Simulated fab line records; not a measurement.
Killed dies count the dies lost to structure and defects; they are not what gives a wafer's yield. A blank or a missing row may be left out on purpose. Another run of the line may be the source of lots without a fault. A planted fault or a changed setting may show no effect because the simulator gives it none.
2 desks looking at one fault / flow n5_finfet / numbers are kept per desk, each desk with only its own; the story behind them comes last
Where a reading is given only as a bound, like >300, the bound stands for it, and a mean or a difference that rests on one is marked > or <: the true number lies beyond.

## THE DEFECT DESK
For each lot, the counts of the inspections along the route, averaged over the sampled wafers that have a number. Marked OUT: a lot whose mean sits more than 4 standard deviations from the usual mean, which makes it out of limits; the brackets give that distance.
Columns: A = raw_defect_count at N5_BEOL_M11_INSPECT_58, usual 75; B = raw_defect_count at N5_BEOL_M12_INSPECT_12, usual 2.1
lot=L508; first seen here=day 11 07:24; A=65; B=2.0
lot=L505; first seen here=day 11 12:12; A=45; B=1.7
lot=L507; first seen here=day 11 13:34; A=88; B=1.7
lot=L509; first seen here=day 12 07:35; A=70; B=2.0
lot=L511; first seen here=day 12 13:40; A=84; B=2.0
lot=L514; first seen here=day 13 09:52; A=264 (+7.9) OUT; B=>101 (>+76) OUT
lot=L515; first seen here=day 13 17:34; A=280 (+8.6) OUT; B=>101 (>+76) OUT
lot=L521; first seen here=day 15 13:39; A=55; B=1.7
lot=L524; first seen here=day 16 03:10; A=56; B=2.3
lot=L525; first seen here=day 16 10:41; A=83; B=2.0
lot=L526; first seen here=day 16 15:26; A=123; B=2.3
This desk finds L514, L515 out of limits, L514 being first, at day 13 09:52 (raw_defect_count at N5_BEOL_M11_INSPECT_58). Within limits: L508, L505, L507, L509, L511, L521, L524, L525, L526.

## AT THE METROLOGY DESK
Means of the sampled wafers that have a number, per lot and without regard to the tool the lot ran on: this is what the gauges read. Marked OUT: a lot whose mean sits more than 4 standard deviations from the usual mean, which makes it out of limits; the brackets give that distance.
Columns: A = cd_nm at N5_BEOL_M11_CD_MEAS_35, usual 70.1 nm; B = cd_nm at N5_BEOL_M12_CD_MEAS_10, usual 140.3 nm
lot=L508; first seen here=day 11 05:05; A=69.7; B=139.7
lot=L505; first seen here=day 11 09:29; A=69.5; B=140.6
lot=L507; first seen here=day 11 09:57; A=70.7; B=138.1
lot=L509; first seen here=day 12 03:46; A=70.1; B=141.1
lot=L511; first seen here=day 12 09:59; A=70.7; B=141.8
lot=L514; first seen here=day 13 07:11; A=70.0; B=137.4
lot=L515; first seen here=day 13 14:54; A=69.5; B=140.5
lot=L521; first seen here=day 15 10:53; A=70.5; B=139.1
lot=L524; first seen here=day 16 00:09; A=70.2; B=142.3
lot=L525; first seen here=day 16 06:05; A=70.7; B=138.9
lot=L526; first seen here=day 16 12:10; A=70.2; B=143.0
This desk's verdict: no lot among the 11 shows anything out of limits.

## PUT TOGETHER
The defect desk could have raised an alarm at day 13 09:52, on L514, L515.
Nothing out of limits was seen by the metrology desk.
The metrology desk has L514, L515 on record, within its limits.
All the named lots went through N5_BEOL_M11_PRE_CLEAN_55 on pecvd-04.

## WHAT WAS PUT IN BY THE SIMULATOR
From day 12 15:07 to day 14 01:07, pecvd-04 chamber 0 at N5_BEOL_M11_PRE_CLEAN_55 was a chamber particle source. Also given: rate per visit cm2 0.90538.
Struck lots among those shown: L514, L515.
Hours from the fault's start to each desk's first reading out of limits: the defect desk, 19.
